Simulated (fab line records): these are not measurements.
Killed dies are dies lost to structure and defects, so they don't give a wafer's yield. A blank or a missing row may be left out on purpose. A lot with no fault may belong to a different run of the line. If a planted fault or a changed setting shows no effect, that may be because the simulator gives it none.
Struck lot and sound lot, side by side -- flow n5-finfet -- 14 out of 1938 route steps
Sound: these wafers, L879.1, L879.3, L879.4. Wafers struck: L874.3, L874.4. At the end, the cause is stated.
Order at every step that has rows: each side's tool, ch and its chambers, its first start. Under that, the readings that differ: sound wafers -- struck wafers -- difference of the means -- sigmas: that difference in standard deviations of wafers without a fault.
alike: a reading whose means differ by less than 2 such deviations, as well as words and numbers matching on both sides. not compared: withheld readings; readings where some wafer has no value; bounds like >300 that might hide an equal value; numbers whose values overlap and for which the record gives no deviation.
The two part at a step that has a row with sigmas, a row that says differs or no value, or rows on one side only. Non-overlapping numbers with no deviation appear without sigmas and do not part them. A reading missing from all wafers of one side parts the sides only when that side holds two or more wafers.

N5_PASSIVATION_ETCH_15: etches SiCN in CF4/N2, target depth 75 nm, time 81.2 s.
  sound: rie-diel-02 ch 0,1,3; struck: rie-diel-02 ch 0,2
  alike: drypump-motor-current-A, oes-product-au, rf-vpp-V, showerhead-plenum-p-Torr, throttle-valve-pct
  not compared: rf-hours-counter-h
then, 2 steps without rows for these wafers: N5_PASSIVATION_STRIP_73 (strips in post etch residue remover, time 60 s); N5_PASSIVATION_SRD_17 (time 30 s, dry time 30 s).
N5_PASSIVATION_DEGAS_18: time 60 s.
  sound on pvd-sputter-02 at day 17 16:28; struck on pvd-sputter-03 at day 17 01:28
  alike: heater-power-w
N5_PASSIVATION_PRE_CLEAN_19:
  sound on pvd-sputter-02 at day 17 16:31; struck on pvd-sputter-03 at day 17 01:31
  alike: heater-power-w
N5_PASSIVATION_SPUTTER_20: material TaN, target thk 50 nm.
  sound on pvd-sputter-02 at day 17 16:33; struck on pvd-sputter-03 at day 17 01:33
  alike: chamber-pressure-pa, throttle-valve-pct
N5_PASSIVATION_AL_DEP_21: deposits Al, target thk 2800 nm, time 170 s.
  sound on pvd-sputter-02 at day 17 16:39; struck on pvd-sputter-03 at day 17 01:39
  alike: chamber-pressure-pa, throttle-valve-pct
then, 5 steps without rows for these wafers: N5_PASSIVATION_HMDS_23 (time 60 s); N5_PASSIVATION_COAT_24; N5_PASSIVATION_EBR_26; N5_PASSIVATION_SOFTBAKE_25 (time 90 s); N5_PASSIVATION_EXPOSE_27 (exposes mask PAD, defocus 0 nm).
N5_PASSIVATION_PEB_28:
  struck on litho-track-01, day 17 02:08; sound on litho-track-01 ch 0, day 17 17:08
reading,sound,struck,difference,sigmas
exhaust-pa (Pa),46.9 46.0 45.9,- -,no value on the struck wafers,
  not compared: chill-plate-temp-C
then, 1 step without rows for these wafers: N5_PASSIVATION_DEVELOP_29 (develop time 60 s).

## WHERE THEY PART
Within this record, at N5_PASSIVATION_PEB_28 only.

WHY: the cause the simulator had injected
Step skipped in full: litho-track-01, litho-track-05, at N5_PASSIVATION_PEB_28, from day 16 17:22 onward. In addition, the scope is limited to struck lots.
